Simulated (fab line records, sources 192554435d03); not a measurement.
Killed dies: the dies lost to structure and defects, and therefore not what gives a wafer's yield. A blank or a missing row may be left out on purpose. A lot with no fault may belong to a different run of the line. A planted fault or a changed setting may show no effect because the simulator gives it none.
Matching of chambers -- flow n5-finfet -- 3 sister chambers for N5_BEOL_M0_SAQP_PECVD_97 on pecvd-04
The step deposits SiNx from SiH4/NH3/N2, target thk 23 nm, time 19.9 s. 6 wafers are shown with their chamber, then 7 later ones without.

== EACH WAFER AND ITS CHAMBER ==
wafer,chamber,showerhead-plenum-p-Torr (Torr),throttle-valve-pct (%)
L105.2,1,5.05,40.7
L108.3,2,5.22,40.1
L108.4,2,5.24,39.7
L108.6,1,5.06,40.9
L114.2,0,5.01,38.4
L114.4,0,5.01,38.6

== WAFERS WHOSE CHAMBER IS MISSING ==
wafer,showerhead-plenum-p-Torr (Torr),throttle-valve-pct (%)
L116.5,5.04,40.7
L116.6,5.24,40.4
L120.5,5.23,40.5
L120.6,5.04,40.9
L123.1,5.01,38.3
L123.3,5.05,40.8
L123.4,4.99,38.3

== EACH ONE'S CHAMBER ==
wafer,from the rows above,in truth
L116.5,1,1
L116.6,2,2
L120.5,2,2
L120.6,1,1
L123.1,0,0
L123.3,1,1
L123.4,0,0
Placed correctly: 7 of 7. From these rows, 0 cannot be placed. 0 placed wrongly.
How it was worked out, from the rows above alone: a wafer's distance from a chamber is the root of the sum, over the readings, of the square of ((its reading less the chamber's mean) divided by the reading's scatter). The wafer belongs to the nearest chamber; if the next one is less than 2 further off, it can't be placed. Each chamber's mean is taken over the wafers shown for it. The scatter: take each reading less its chamber's mean, square it, sum over the shown wafers, divide by the number of wafers less the number of chambers, and take the root.
